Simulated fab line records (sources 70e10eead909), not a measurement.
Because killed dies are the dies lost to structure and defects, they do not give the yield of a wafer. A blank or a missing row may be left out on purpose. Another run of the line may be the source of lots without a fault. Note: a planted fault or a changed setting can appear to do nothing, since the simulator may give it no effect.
A lot that was struck, set against a sound lot ; flow nand-harc ; 44 steps out of a route of 1159
Sound: the wafers L934.1, L934.3, L934.6. Struck: wafers L939.1, L939.2, L939.6. At the end, the cause is stated.
For every step that has rows: the tool of each side, followed by ch and its chambers, followed by its first start. Under that, the readings that differ: sound wafers ; struck wafers ; difference of the means ; sigmas: that difference in standard deviations of wafers without a fault.
alike: words and numbers the same on both sides, and readings whose means are apart by under 2 such deviations; not compared: readings that were withheld, readings missing a value for some wafer, numbers with overlapping values and no deviation given by the record, and bounds like >300 which may hide the same value.
The two part at a step that has a row with sigmas, a row that says differs or no value, or rows on one side only. Numbers that have no deviation but don't overlap get no sigmas and don't part them. A reading missing from all wafers of one side parts the sides only when that side holds two or more wafers.

NHARC_P_GATE_HM_OPEN_105: chemistry O2/COS, target depth 360 nm.
  sound on rie-diel-10 ch 0,3; struck on rie-diel-12 ch 0,1,3
  alike: drypump-motor-current-A, oes-product-au, rf-vpp-V, showerhead-plenum-p-Torr, throttle-valve-pct
  not compared: rf-hours-counter-h
then, 3 steps without rows for these wafers: NHARC_P_GATE_STRIP_106 (strips in O2/COS); NHARC_P_GATE_ETCH_114 (etches the open film in CF4/O2, target depth 30 nm, overetch 3 nm, time 16.5 s); NHARC_P_GATE_ETCH_32 (etches the open film in HBr/Cl2, target depth 150 nm, time 100.1 s).
NHARC_P_GATE_STRIP_108: strips in O2.
  sound on rie-diel-12 ch 1,3, day 4 17:22; struck on rie-diel-12 ch 0,1, day 6 09:29
  alike: drypump-motor-current-A, oes-product-au, rf-vpp-V, showerhead-plenum-p-Torr, throttle-valve-pct
  not compared: rf-hours-counter-h
NHARC_P_GATE_CD_MEAS_33:
  sound on cd-sem-03 at day 4 17:33; struck on cd-sem-02 at day 6 09:40
  alike: cd-nm
then, 6 steps without rows for these wafers: NHARC_P_GATE_STRIP_35 (strips in SPM, time 600 s); NHARC_P_GATE_PRECLEAN_73 (cleans in SC1); NHARC_P_GATE_SRD_74; NHARC_P_GATE_ALD_36 (deposits SiNx, target thk 20 nm, pulse time 60 s, ald cycles 223); NHARC_P_GATE_ETCHBACK_37 (etches the open film in CHF3/O2, target depth 34.5 nm, time 17.2 s); NHARC_P_GATE_STRIP_101 (strips in O2, time 20 s).
NHARC_P_GATE_PRECLEAN_97: cleans in SPM, time 600 s.
  sound on wet-bench-05 ch 0,1,5, day 5 03:43; struck on wet-bench-09 ch 2,4,5, day 6 19:55
then, 11 steps without rows for these wafers: NHARC_P_GATE_SRD_98; NHARC_P_GATE_PRECLEAN_99 (cleans in SC1); NHARC_P_GATE_SRD_100; NHARC_P_GATE_DEHYDRATE_38 (time 120 s); NHARC_P_GATE_HMDS_39 (time 30 s); NHARC_P_GATE_COAT_40; NHARC_P_GATE_SOFTBAKE_41 (time 95 s); NHARC_P_GATE_EBR_42; NHARC_P_GATE_EXPOSE_43 (exposes mask P NSD, target cd 720 nm); NHARC_P_GATE_PEB_44 (peb time 85 s); NHARC_P_GATE_DEVELOP_45 (time 70 s).
NHARC_P_GATE_CD_MEAS_46: target cd 720 nm.
  sound on cd-sem-02 ch 0, day 5 04:37; struck on cd-sem-02 ch 0, day 6 20:45
  alike: cd-nm
then, 1 step without rows for these wafers: NHARC_P_GATE_HARDBAKE_47 (time 80 s).
NHARC_P_GATE_DESCUM_48: chemistry O2, time 3 s.
  sound on rie-diel-12 ch 0,3, day 5 04:48; struck on rie-diel-10 ch 0,2,3, day 6 20:55
  alike: drypump-motor-current-A, oes-product-au, rf-vpp-V, showerhead-plenum-p-Torr, throttle-valve-pct
  not compared: rf-hours-counter-h
then, 2 steps without rows for these wafers: NHARC_P_GATE_IMPLANT_49; NHARC_P_GATE_STRIP_111 (strips in N2/H2, time 250 s).
NHARC_P_GATE_STRIP_75: strips in O2.
  sound on plasma-asher-02 ch 0,1, day 5 05:39; struck on plasma-asher-02 ch 0,1, day 6 21:37
  alike: drypump-motor-current-A, heater-power-w
  not compared: rf-hours-counter-h
then, 9 steps without rows for these wafers: NHARC_P_GATE_STRIP_50 (strips in SPM, time 900 s); NHARC_P_GATE_DEHYDRATE_51 (time 120 s); NHARC_P_GATE_HMDS_52 (time 30 s); NHARC_P_GATE_COAT_53; NHARC_P_GATE_SOFTBAKE_54 (time 95 s); NHARC_P_GATE_EBR_55; NHARC_P_GATE_EXPOSE_56 (exposes mask P PSD, target cd 720 nm); NHARC_P_GATE_PEB_57 (peb time 85 s); NHARC_P_GATE_DEVELOP_58 (time 70 s).
NHARC_P_GATE_CD_MEAS_59: target cd 720 nm.
  sound on cd-sem-03 ch 0, day 5 06:34; struck on cd-sem-02 ch 0, day 6 22:33
  alike: cd-nm
then, 1 step without rows for these wafers: NHARC_P_GATE_HARDBAKE_60 (time 80 s).
NHARC_P_GATE_DESCUM_61: chemistry O2, time 3 s.
  sound on rie-diel-12 ch 0,2, day 5 06:57; struck on rie-diel-12 ch 2,3, day 6 22:44
  alike: drypump-motor-current-A, oes-product-au, rf-vpp-V, showerhead-plenum-p-Torr, throttle-valve-pct
  not compared: rf-hours-counter-h
NHARC_P_GATE_INSPECT_68:
  sound on defect-inspect-02 at day 5 12:29; struck on defect-inspect-01 at day 7 03:24
reading;sound;struck;difference;sigmas
raw-defect-count;176 262 108;506 481 495;+312;+4
-- jump in the record: it breaks off in module P_GATE and resumes in module END (first step shown: number 1159 of the route), and 13 days separate the struck wafers' starts before and after --
NHARC_END_SORT_01:
  at this point the record logs the struck wafers (prober-01 ch 0, day 20 14:16) and has no rows for the sound ones

## WHERE THEY PART
Last at NHARC_END_SORT_01 as far as this record goes, first at NHARC_P_GATE_INSPECT_68.

WHY: the cause the simulator had injected
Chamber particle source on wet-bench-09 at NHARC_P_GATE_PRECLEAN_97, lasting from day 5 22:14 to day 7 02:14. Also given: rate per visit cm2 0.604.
